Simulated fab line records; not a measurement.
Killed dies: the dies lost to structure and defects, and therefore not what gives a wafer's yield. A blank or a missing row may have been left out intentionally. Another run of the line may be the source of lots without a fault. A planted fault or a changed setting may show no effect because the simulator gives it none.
The tool behind it: which one? | flow nand_harc | 11 lots with 33 wafers sampled at 6 steps, on a route of 1159 steps

## WHAT THE GAUGES SHOWED, per wafer
NHARC_A_BLC_INSPECT_28. Usual: 448 for raw_defect_count, sd 120.
lot  | measured     | on                | raw_defect_count              | flag
L401 | day 17 06:52 | defect_inspect-01 | 640 610 684                   |
L402 | day 17 16:59 | defect_inspect-02 | 305 395 357                   |
L403 | day 17 17:26 | defect_inspect-01 | 640 595 753                   |
L404 | day 18 03:30 | defect_inspect-01 | 659 401 405                   |
L411 | day 19 17:05 | defect_inspect-02 | 6652 6900 6700 6649 6903 6706 | OFF
L410 | day 19 17:31 | defect_inspect-01 | 6851 6622 6500 6881 6667 6485 | OFF
L416 | day 21 13:05 | defect_inspect-02 | 386 449 319                   |
L418 | day 21 20:24 | defect_inspect-01 | 692 717 523                   |
L419 | day 21 21:23 | defect_inspect-01 | 444 448 324                   |
L417 | day 21 20:50 | defect_inspect-01 | 478 306 432                   |
L422 | day 22 11:25 | defect_inspect-02 | 597 338 424                   |

NHARC_A_M0_CD_MEAS_09 targets a cd of 80 nm. Usual: 79.8 nm for cd_nm, sd 1.
lot  | measured     | on        | cd_nm (nm)     | flag
L401 | day 17 07:47 | cd_sem-01 | 79.2 77.9 79.0 |
L402 | day 17 17:54 | cd_sem-02 | 79.3 80.9 80.0 |
L403 | day 17 18:20 | cd_sem-02 | 80.8 79.2 80.4 |
L404 | day 18 04:25 | cd_sem-01 | 80.9 80.6 81.6 |
L416 | day 21 13:52 | cd_sem-03 | 79.4 79.5 79.3 |
L418 | day 21 21:11 | cd_sem-03 | 80.8 80.6 80.8 |
L419 | day 21 22:17 | cd_sem-02 | 79.4 80.1 79.3 |
L417 | day 21 21:44 | cd_sem-03 | 80.4 80.8 81.6 |
L422 | day 22 12:19 | cd_sem-02 | 79.1 79.7 79.5 |

NHARC_END_SORT_01. Usual: defect_limited_yield 95.7 %, standard deviation 1.2; killed_at_array 25, standard deviation 7.8; killed_at_other 0.6, standard deviation 0.81; killed_at_periphery 3.3, standard deviation 2.2; killed_dies 29, standard deviation 8.2; killed_open 3.5, standard deviation 1.9; killed_short 1.8, standard deviation 1.3; sort_bin_2_pct 1.3 %, standard deviation 0.5; sort_bin_3_pct 0.23 %, standard deviation 0.21; sort_bin_4_pct 2.8 %, standard deviation 0.9; sort_n_pass 648, standard deviation 8.2; sort_rim_yield_pct 94.3 %, standard deviation 2.8; sort_yield_pct 95.7 %, standard deviation 1.2.
lot  | measured     | on        | defect_limited_yield (%) | killed_at_array | killed_at_other | killed_at_periphery | killed_dies | killed_open | killed_short | sort_bin_2_pct (%) | sort_bin_3_pct (%) | sort_bin_4_pct (%) | sort_n_pass | sort_rim_yield_pct (%) | sort_yield_pct (%) | flag
L401 | day 19 03:14 | prober-02 | 96.2 96.2 95.9           | 22 23 24        | 0 0 0           | 4 3 4               | 26 26 28    | 2 4 4       | 0 1 2        | 1.0 0.9 1.3        | 0.30 0.15 0.15     | 2.5 2.8 2.7        | 651 651 649 | 95.3 100.0 93.4        | 96.2 96.2 95.9     |
L402 | day 19 14:13 | prober-01 | 94.7 95.1 95.1           | 34 28 33        | 1 0 0           | 1 5 0               | 36 33 33    | 5 3 4       | 2 2 1        | 1.6 1.3 1.6        | 0.59 0.30 0        | 3.1 3.2 3.2        | 641 644 644 | 91.5 91.5 94.3         | 94.7 95.1 95.1     |
L403 | day 19 21:58 | prober-02 | 95.9 97.0 95.4           | 20 15 26        | 0 0 0           | 8 5 5               | 28 20 31    | 1 1 3       | 0 2 2        | 1.3 1.2 0.7        | 0.15 0.15 0.15     | 2.7 1.6 3.7        | 649 657 646 | 93.4 95.3 98.1         | 95.9 97.0 95.4     |
L404 | day 19 23:44 | prober-01 | 96.8 95.6 96.0           | 17 27 26        | 0 0 0           | 5 3 1               | 22 30 27    | 3 5 4       | 2 1 2        | 1.5 1.5 1.3        | 0.30 0.59 0.15     | 1.5 2.4 2.5        | 655 647 650 | 96.2 97.2 95.3         | 96.8 95.6 96.0     |
L416 | day 23 11:52 | prober-01 | 93.9 95.9 93.1           | 36 27 40        | 0 0 1           | 5 1 6               | 41 28 47    | 5 3 6       | 0 2 2        | 2.1 1.0 2.7        | 0.15 0.30 0        | 3.8 2.8 4.3        | 636 649 630 | 89.6 95.3 91.5         | 93.9 95.9 93.1     |
L418 | day 23 21:08 | prober-02 | 97.5 97.5 96.9           | 15 13 20        | 0 1 0           | 2 3 1               | 17 17 21    | 6 2 5       | 1 3 2        | 0.9 1.0 1.0        | 0.15 0.15 0.15     | 1.5 1.3 1.9        | 660 660 656 | 97.2 100.0 98.1        | 97.5 97.5 96.9     |
L419 | day 23 13:16 | prober-02 | 96.5 96.5 96.5           | 21 22 23        | 1 0 0           | 2 2 1               | 24 24 24    | 4 3 3       | 1 1 2        | 1.6 1.2 1.2        | 0 0.30 0.15        | 1.9 2.1 2.2        | 653 653 653 | 90.6 94.3 89.6         | 96.5 96.5 96.5     |
L417 | day 23 19:43 | prober-01 | 95.1 95.3 93.8           | 29 27 40        | 1 1 1           | 3 4 1               | 33 32 42    | 6 5 1       | 0 4 0        | 1.3 2.1 2.1        | 0.15 0.44 0.15     | 3.4 2.2 4.0        | 644 645 635 | 91.5 96.2 93.4         | 95.1 95.3 93.8     |
L422 | day 24 05:01 | prober-01 | 95.4 97.2 96.5           | 28 18 21        | 0 1 0           | 3 0 3               | 31 19 24    | 2 2 6       | 2 2 1        | 1.8 1.0 1.0        | 0.30 0 0.44        | 2.5 1.8 2.1        | 646 658 653 | 99.1 97.2 97.2         | 95.4 97.2 96.5     |

## WHICH TOOL RAN EACH LOT (tool, then ch and the chambers of the sampled wafers, then the start)
lot  | NHARC_A_CONTACT_CMP_20        | NHARC_A_BLC_STRIP_21               | NHARC_A_BLC_CMP_25
L401 | cmp-02 ch 0,2,3, day 17 00:54 | rie_diel-06 ch 1,2,3, day 17 03:03 | cmp-03 ch 1,2,3, day 17 06:29
L402 | cmp-04 ch 0,2,3, day 17 07:17 | rie_diel-02 ch 0,1,2, day 17 09:30 | cmp-02 ch 0,1,2, day 17 16:37
L403 | cmp-01 ch 1,2,3, day 17 11:59 | rie_diel-04 ch 0,3, day 17 14:11   | cmp-02 ch 0,1,3, day 17 17:04
L404 | cmp-04 ch 0,1, day 17 23:34   | rie_diel-02 ch 0,2, day 18 01:41   | cmp-03 ch 0,2, day 18 03:07
L411 | cmp-04 ch 1,3, day 19 11:47   | rie_diel-06 ch 0,1, day 19 15:16   | cmp-03 ch 0,1,2, day 19 16:41
L410 | cmp-01 ch 2,3, day 19 13:17   | rie_diel-04 ch 1,2,3, day 19 15:37 | cmp-02 ch 0,2,3, day 19 17:10
L416 | cmp-02 ch 2,3, day 20 21:43   | rie_diel-06 ch 0,3, day 21 00:11   | cmp-03 ch 0,1,2, day 21 12:44
L418 | cmp-02 ch 0,2,3, day 21 12:18 | rie_diel-02 ch 0,2, day 21 14:45   | cmp-03 ch 0,1, day 21 20:02
L419 | cmp-01 ch 0,1,3, day 21 14:02 | rie_diel-04 ch 0,2,3, day 21 16:49 | cmp-03 ch 1,2,3, day 21 21:01
L417 | cmp-02 ch 2,3, day 21 14:18   | rie_diel-02 ch 1,3, day 21 16:43   | cmp-03 ch 1,2, day 21 20:26
L422 | cmp-01 ch 1,2,3, day 22 06:52 | rie_diel-06 ch 0,1, day 22 09:08   | cmp-04 ch 0,3, day 22 11:01
- NHARC_A_CONTACT_CMP_20: polishes, t overpolish 30 s, target thk 300 nm.
- NHARC_A_BLC_STRIP_21: strips in O2.
- NHARC_A_BLC_CMP_25: polishes, t overpolish 30 s, target thk 150 nm.

## AS READ BY THE TOOLS THEMSELVES (means over the sampled wafers that have a number; for cases with no such wafer, the mark the record gives instead)
NHARC_A_CONTACT_CMP_20. Usual: edge_zone_pressure_frac 0.999, standard deviation 0.0045; motor_current_A 12.0 A, standard deviation 0.8; overpolish_run_s 30.001 s, standard deviation 0.0091; retaining_ring_pressure_frac 1.000, standard deviation 0.005; time_to_endpoint_s 60 s, standard deviation 3.4.
lot  | tool   | edge_zone_pressure_frac | motor_current_A (A) | overpolish_run_s (s) | retaining_ring_pressure_frac | time_to_endpoint_s (s) | flag
L401 | cmp-02 | 0.999                   | 12.4                | 30.003               | 1.000                        | 61                     |
L402 | cmp-04 | 0.995                   | 12.2                | 29.998               | 0.997                        | 58                     |
L403 | cmp-01 | 0.997                   | 11.5                | 30.001               | 0.996                        | 60                     |
L404 | cmp-04 | 1.001                   | 12.0                | 30.005               | 1.000                        | 59                     |
L411 | cmp-04 | 0.998                   | 11.6                | 30.005               | 0.996                        | 61                     |
L410 | cmp-01 | 1.001                   | 11.5                | 30.000               | 1.003                        | 59                     |
L416 | cmp-02 | 0.999                   | 12.3                | 29.996               | 1.001                        | 59                     |
L418 | cmp-02 | 0.999                   | 11.9                | 30.002               | 1.001                        | 63                     |
L419 | cmp-01 | 0.998                   | 11.6                | 30.007               | 1.000                        | 58                     |
L417 | cmp-02 | 1.001                   | 12.9                | 29.995               | 1.001                        | 62                     |
L422 | cmp-01 | 1.001                   | 12.1                | 30.000               | 1.001                        | 59                     |

NHARC_A_BLC_STRIP_21. Usual: drypump_motor_current_A 5.5 A, standard deviation 0.43; oes_product_au 1.000 a.u., standard deviation 0.013; rf_vpp_V 58.0 V, standard deviation 0.81; showerhead_plenum_p_Torr 3.57 Torr, standard deviation 0.11; throttle_valve_pct 17.036 %, standard deviation 0.0095.
lot  | tool        | drypump_motor_current_A (A) | oes_product_au (a.u.) | rf_vpp_V (V) | showerhead_plenum_p_Torr (Torr) | throttle_valve_pct (%) | flag
L401 | rie_diel-06 | 5.3                         | 0.991                 | 57.7         | 3.59                            | 17.034                 |
L402 | rie_diel-02 | 5.7                         | 1.011                 | 57.4         | 3.53                            | 17.036                 |
L403 | rie_diel-04 | 5.6                         | 1.004                 | 57.9         | 3.61                            | 17.036                 |
L404 | rie_diel-02 | 6.0                         | 1.010                 | 57.2         | 3.45                            | 17.039                 |
L411 | rie_diel-06 | 5.7                         | 0.986                 | 58.7         | 3.46                            | 17.034                 |
L410 | rie_diel-04 | 5.2                         | 0.996                 | 58.1         | 3.56                            | 17.040                 |
L416 | rie_diel-06 | 5.1                         | 0.991                 | 57.6         | 3.61                            | 17.046                 |
L418 | rie_diel-02 | 6.0                         | 1.002                 | 57.4         | 3.44                            | 17.037                 |
L419 | rie_diel-04 | 5.4                         | 1.010                 | 58.6         | 3.60                            | 17.034                 |
L417 | rie_diel-02 | 5.2                         | 1.003                 | 58.7         | 3.65                            | 17.038                 |
L422 | rie_diel-06 | 5.6                         | 0.999                 | 57.6         | 3.50                            | 17.040                 |

NHARC_A_BLC_CMP_25. Usual: edge_zone_pressure_frac 1.000, standard deviation 0.0052; motor_current_A 12.3 A, standard deviation 0.72; overpolish_run_s 30.000 s, standard deviation 0.0091; retaining_ring_pressure_frac 1.000, standard deviation 0.0046; time_to_endpoint_s 31 s, standard deviation 3.8.
lot  | tool   | edge_zone_pressure_frac | motor_current_A (A) | overpolish_run_s (s) | retaining_ring_pressure_frac | time_to_endpoint_s (s) | flag
L401 | cmp-03 | 0.999                   | 12.4                | 30.000               | 1.000                        | 33                     |
L402 | cmp-02 | 0.999                   | 12.6                | 30.003               | 1.003                        | 31                     |
L403 | cmp-02 | 0.995                   | 12.2                | 30.003               | 1.000                        | 31                     |
L404 | cmp-03 | 1.002                   | 13.0                | 30.001               | 1.004                        | 32                     |
L411 | cmp-03 | -                       | -                   | -                    | -                            | -                      | OFF
L410 | cmp-02 | -                       | -                   | -                    | -                            | -                      | OFF
L416 | cmp-03 | 1.001                   | 12.3                | 30.004               | 1.000                        | 32                     |
L418 | cmp-03 | 1.002                   | 11.7                | 29.994               | 0.999                        | 36                     |
L419 | cmp-03 | 1.006                   | 12.5                | 30.003               | 1.000                        | 30                     |
L417 | cmp-03 | 0.999                   | 12.1                | 30.005               | 1.002                        | 30                     |
L422 | cmp-04 | 0.995                   | 12.2                | 30.000               | 0.999                        | 30                     |

## THE ANSWER, worked out from the rows above alone
Rule: a lot counts as off when the mean over its wafers that have a number is more than 3 standard deviations away from the usual mean. Also off: a lot with no number at a reading for which 4 or more lots have one. Any other lot the step has rows for is counted as sound. The gauges are gone through in route order, then the tools' own readings, and for those a lot's mean is taken as printed above. The first step at which some lot is off is used, and at that step the reading that is off furthest; a lot without a number counts as furthest.
Off at NHARC_A_BLC_INSPECT_28 (raw_defect_count): L411, L410.
If a tool, at a process step before that reading, ran all the lots that are off and no sound lot after the first of them, it fits. The gauges at NHARC_A_BLC_INSPECT_28 aren't tried: what is off there is off at NHARC_A_BLC_CMP_25 too, on other tools, and a gauge's error can't cause that. Of those tried, none fits.

## WHAT THE SIMULATOR HAD INSERTED
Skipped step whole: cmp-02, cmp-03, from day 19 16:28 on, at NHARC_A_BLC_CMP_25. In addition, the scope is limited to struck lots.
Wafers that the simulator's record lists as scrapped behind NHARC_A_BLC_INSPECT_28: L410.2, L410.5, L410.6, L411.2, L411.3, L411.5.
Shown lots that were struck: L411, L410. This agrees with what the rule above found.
